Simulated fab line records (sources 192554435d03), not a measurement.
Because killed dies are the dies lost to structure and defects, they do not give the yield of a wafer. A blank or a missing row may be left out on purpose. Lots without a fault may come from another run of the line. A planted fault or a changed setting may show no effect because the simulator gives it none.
Split-lot trial :: flow n5 finfet :: route with 1938 steps; 7 lots, 21 wafers read

== ON THE SPLIT ==
At N5_FIN_SAQP_COAT_49 (time 60 s, resist thk 100 nm), the setting spin rpm was moved away from the recipe's 1500 rpm on 7 of the 21 wafers read, by -11.2% to +9.7%. For the rest of the wafers, this setting stayed at what the recipe calls for.

== FROM THE SPLIT TO THE READING: what the file shows between them, 9 steps ==
- N5_FIN_SAQP_EXPOSE_13: exposes mask FIN CORE, target cd 35.6 nm (also split here: dose mj)
- N5_FIN_SAQP_PEB_14: peb time 60 s
- N5_FIN_SAQP_DEVELOP_15: develop time 30 s
- N5_FIN_SAQP_DESCUM_21: chemistry O2, time 7.9 s
- N5_FIN_SAQP_ETCH_51: etches SiARC in CF4, target depth 45.5 nm, time 75.8 s
- N5_FIN_SAQP_ETCH_52: etches SOC in N2/H2, target depth 100 nm, overetch 20 nm, time 150 s
- N5_FIN_SAQP_STRIP_53: strips in N2/H2
- N5_FIN_SAQP_HM_OPEN_73: chemistry CHF3/O2, target SiO2, stops on a-Si, target depth 12 nm, time 16.8 s
- N5_FIN_SAQP_STRIP_74: strips in CHF3/O2

== THE READING ==
SOC_of_FIN_SAQP_COAT_49.thk nm (the simulator's own value, which no gauge read), in nm, at N5_FIN_SAQP_MANDREL_ETCH_22 (etches a-Si in HBr/Cl2, stops on SiNx, target depth 60 nm, bt time 10 s, time 30 s). The file does not state a usual value for it. Here, 14 wafers ran the recipe; their average is 75.99 nm with a standard deviation of 0.75 nm.

wafer: L074.1
tool, chamber at the split: litho track-05, 0
spin rpm as run, rpm: 1500
against the recipe: recipe
SOC_of_FIN_SAQP_COAT_49.thk nm, nm: 75.05
against lot-mates on the recipe: -

wafer: L074.4
tool, chamber at the split: litho track-05, 0
spin rpm as run, rpm: 1500
against the recipe: recipe
SOC_of_FIN_SAQP_COAT_49.thk nm, nm: 75.95
against lot-mates on the recipe: -

wafer: L074.5
tool, chamber at the split: litho track-05, 0
spin rpm as run, rpm: 1500
against the recipe: recipe
SOC_of_FIN_SAQP_COAT_49.thk nm, nm: 76.3
against lot-mates on the recipe: -

wafer: L075.3
tool, chamber at the split: litho track-04, 0
spin rpm as run, rpm: 1556
against the recipe: +3.7%
SOC_of_FIN_SAQP_COAT_49.thk nm, nm: 73.91
against lot-mates on the recipe: -1.72

wafer: L075.4
tool, chamber at the split: litho track-04, 0
spin rpm as run, rpm: 1500
against the recipe: recipe
SOC_of_FIN_SAQP_COAT_49.thk nm, nm: 75.63
against lot-mates on the recipe: -

wafer: L075.5
tool, chamber at the split: litho track-04, 0
spin rpm as run, rpm: 1556
against the recipe: +3.7%
SOC_of_FIN_SAQP_COAT_49.thk nm, nm: 73.89
against lot-mates on the recipe: -1.74

wafer: L076.3
tool, chamber at the split: litho track-04, 0
spin rpm as run, rpm: 1500
against the recipe: recipe
SOC_of_FIN_SAQP_COAT_49.thk nm, nm: 76.56
against lot-mates on the recipe: -

wafer: L076.4
tool, chamber at the split: litho track-04, 0
spin rpm as run, rpm: 1500
against the recipe: recipe
SOC_of_FIN_SAQP_COAT_49.thk nm, nm: 77.24
against lot-mates on the recipe: -

wafer: L076.6
tool, chamber at the split: litho track-04, 0
spin rpm as run, rpm: 1500
against the recipe: recipe
SOC_of_FIN_SAQP_COAT_49.thk nm, nm: 76.79
against lot-mates on the recipe: -

wafer: L078.2
tool, chamber at the split: litho track-04, 0
spin rpm as run, rpm: 1332
against the recipe: -11.2%
SOC_of_FIN_SAQP_COAT_49.thk nm, nm: 82.52
against lot-mates on the recipe: +7.73

wafer: L078.5
tool, chamber at the split: litho track-04, 0
spin rpm as run, rpm: 1500
against the recipe: recipe
SOC_of_FIN_SAQP_COAT_49.thk nm, nm: 74.79
against lot-mates on the recipe: -

wafer: L078.6
tool, chamber at the split: litho track-04, 0
spin rpm as run, rpm: 1332
against the recipe: -11.2%
SOC_of_FIN_SAQP_COAT_49.thk nm, nm: 82.18
against lot-mates on the recipe: +7.39

wafer: L089.1
tool, chamber at the split: litho track-04, 0
spin rpm as run, rpm: 1500
against the recipe: recipe
SOC_of_FIN_SAQP_COAT_49.thk nm, nm: 76.42
against lot-mates on the recipe: -

wafer: L089.3
tool, chamber at the split: litho track-04, 0
spin rpm as run, rpm: 1500
against the recipe: recipe
SOC_of_FIN_SAQP_COAT_49.thk nm, nm: 76.95
against lot-mates on the recipe: -

wafer: L089.4
tool, chamber at the split: litho track-04, 0
spin rpm as run, rpm: 1500
against the recipe: recipe
SOC_of_FIN_SAQP_COAT_49.thk nm, nm: 74.91
against lot-mates on the recipe: -

wafer: L091.2
tool, chamber at the split: litho track-04, 0
spin rpm as run, rpm: 1500
against the recipe: recipe
SOC_of_FIN_SAQP_COAT_49.thk nm, nm: 76.18
against lot-mates on the recipe: -

wafer: L091.3
tool, chamber at the split: litho track-04, 0
spin rpm as run, rpm: 1500
against the recipe: recipe
SOC_of_FIN_SAQP_COAT_49.thk nm, nm: 75.38
against lot-mates on the recipe: -

wafer: L091.4
tool, chamber at the split: litho track-04, 0
spin rpm as run, rpm: 1500
against the recipe: recipe
SOC_of_FIN_SAQP_COAT_49.thk nm, nm: 75.73
against lot-mates on the recipe: -

wafer: L092.1
tool, chamber at the split: litho track-03, 0
spin rpm as run, rpm: 1646
against the recipe: +9.7%
SOC_of_FIN_SAQP_COAT_49.thk nm, nm: 71.08
against lot-mates on the recipe: no lot-mate on the recipe

wafer: L092.2
tool, chamber at the split: litho track-03, 0
spin rpm as run, rpm: 1646
against the recipe: +9.7%
SOC_of_FIN_SAQP_COAT_49.thk nm, nm: 70.79
against lot-mates on the recipe: no lot-mate on the recipe

wafer: L092.4
tool, chamber at the split: litho track-03, 0
spin rpm as run, rpm: 1646
against the recipe: +9.7%
SOC_of_FIN_SAQP_COAT_49.thk nm, nm: 71.66
against lot-mates on the recipe: no lot-mate on the recipe

THE FIT
A straight line over all 21 wafers: SOC_of_FIN_SAQP_COAT_49.thk nm changes by -0.533 nm for each +1% of spin rpm; r = -0.97; the points scatter about the line by 0.68 nm.
The same after taking each lot's own level away (the mean of its wafers on the recipe; 18 wafers): -0.648 nm for each +1%; r = -0.98; scatter 0.54 nm.
The reading moves by 7.3 nm for the largest change in spin rpm, on that fit.
The span of the lots' own levels, 74.790 to 76.863 nm, comes to 2.8 times the standard deviation stated above.
So the slope is not independent of the lot-to-lot level: the two fits are not the same.
Check: for one of the wafers moved furthest among these (-11.2%), held out of the fit, the line's prediction against its lot-mates is +7.06 nm. Against them it came out at +7.73 nm.

== OTHER SPLITS ON THESE WAFERS ==
Note: prior to the reading, these wafers also went through further splits. Each is held against what the fit with the lots' levels taken away leaves over:
other split on the same wafers: N5_WELL_APT_EXPOSE_05 dose mj
wafers away from the commonest value: 6
r with SOC_of_FIN_SAQP_COAT_49.thk nm (lot level and that fit taken away): -0.25

other split on the same wafers: N5_WELL_APT_DEVELOP_07 develop time s
wafers away from the commonest value: 9
r with SOC_of_FIN_SAQP_COAT_49.thk nm (lot level and that fit taken away): +0.06

other split on the same wafers: N5_PMOS_HMC_CHANNEL_EPI_COAT_31 spin rpm
wafers away from the commonest value: 7
r with SOC_of_FIN_SAQP_COAT_49.thk nm (lot level and that fit taken away): +0.03

other split on the same wafers: N5_PMOS_HMC_CHANNEL_EPI_PEB_07 peb temp c
wafers away from the commonest value: 3
r with SOC_of_FIN_SAQP_COAT_49.thk nm (lot level and that fit taken away): +0.05

other split on the same wafers: N5_FIN_SAQP_EXPOSE_13 dose mj
wafers away from the commonest value: 6
r with SOC_of_FIN_SAQP_COAT_49.thk nm (lot level and that fit taken away): +0.30

== THE WHOLE CHAIN: every reading that the file lists as answering this split, in the file's order ==
step: N5_FIN_SAQP_COAT_49
what it does: time 60 s, resist thk 100 nm
reading: SOC_of_FIN_SAQP_COAT_49.thk nm (the simulator's own value, which no gauge read)
change (the file's fit): -0.564 nm for each +1% of the setting
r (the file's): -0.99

step: N5_FIN_SAQP_ETCH_52
what it does: etches SOC in N2/H2, target depth 100 nm, overetch 20 nm, time 150 s
reading: etch.depth nm (the simulator's own value, which no gauge read)
change (the file's fit): -0.564 nm for each +1% of the setting
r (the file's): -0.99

step: N5_FIN_SAQP_MANDREL_ETCH_22
what it does: etches a-Si in HBr/Cl2, stops on SiNx, target depth 60 nm, bt time 10 s, time 30 s
reading: SOC_of_FIN_SAQP_COAT_49.thk nm (the simulator's own value, which no gauge read)
change (the file's fit): -0.654 nm for each +1% of the setting
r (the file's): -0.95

== FILE'S OWN FIT ==
SOC_of_FIN_SAQP_COAT_49.thk nm changes by -0.654 nm for each +1% of spin rpm, r = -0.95.
